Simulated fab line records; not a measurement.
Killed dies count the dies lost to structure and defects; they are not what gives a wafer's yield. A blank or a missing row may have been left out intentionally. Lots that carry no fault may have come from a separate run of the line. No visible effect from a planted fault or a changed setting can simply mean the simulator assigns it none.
Matching of chambers || flow nand_harc || rie_diel-04 running NHARC_A_STAIRCASE_ETCH_271: 4 sister chambers
The step etches the open film in CF4/CHF3. 4 wafers are shown with their chamber, then 7 later ones without.

== WAFERS WITH THEIR CHAMBER ==
{"wafer": "L078.2", "chamber": 3, "showerhead_plenum_p_Torr (Torr)": 1.46}
{"wafer": "L087.4", "chamber": 0, "showerhead_plenum_p_Torr (Torr)": 1.53}
{"wafer": "L091.3", "chamber": 1, "showerhead_plenum_p_Torr (Torr)": 1.47}
{"wafer": "L091.5", "chamber": 2, "showerhead_plenum_p_Torr (Torr)": 1.69}

== WAFERS MISSING THEIR CHAMBER ==
{"wafer": "L091.6", "showerhead_plenum_p_Torr (Torr)": 1.45}
{"wafer": "L092.1", "showerhead_plenum_p_Torr (Torr)": 1.47}
{"wafer": "L092.2", "showerhead_plenum_p_Torr (Torr)": 1.69}
{"wafer": "L092.5", "showerhead_plenum_p_Torr (Torr)": 1.69}
{"wafer": "L094.1", "showerhead_plenum_p_Torr (Torr)": 1.53}
{"wafer": "L094.2", "showerhead_plenum_p_Torr (Torr)": 1.68}
{"wafer": "L094.5", "showerhead_plenum_p_Torr (Torr)": 1.70}

== EACH ONE'S CHAMBER ==
{"wafer": "L091.6", "from the rows above": "can't be placed: 3 or 1", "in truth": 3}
{"wafer": "L092.1", "from the rows above": "can't be placed: 1 or 3", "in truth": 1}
{"wafer": "L092.2", "from the rows above": 2, "in truth": 2}
{"wafer": "L092.5", "from the rows above": 2, "in truth": 2}
{"wafer": "L094.1", "from the rows above": 0, "in truth": 0}
{"wafer": "L094.2", "from the rows above": 2, "in truth": 2}
{"wafer": "L094.5", "from the rows above": 2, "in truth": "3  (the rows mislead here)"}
Placed correctly: 4 of 7. Cannot be placed on the basis of these rows: 2; the candidates contain the true chamber in 2. 1 placed wrongly.
How it was worked out, from the rows above alone: a wafer's distance from a chamber is the root of the sum, over the readings, of the square of ((its reading less the chamber's mean) divided by the reading's scatter). If the next closest chamber is less than 2 further off than the closest, the wafer can't be placed; otherwise it belongs to the closest. A chamber's mean is the mean of its shown wafers. The scatter (one wafer shown for each chamber): square how far every hidden wafer sits from the nearest shown wafer, average those squares and take the square root.
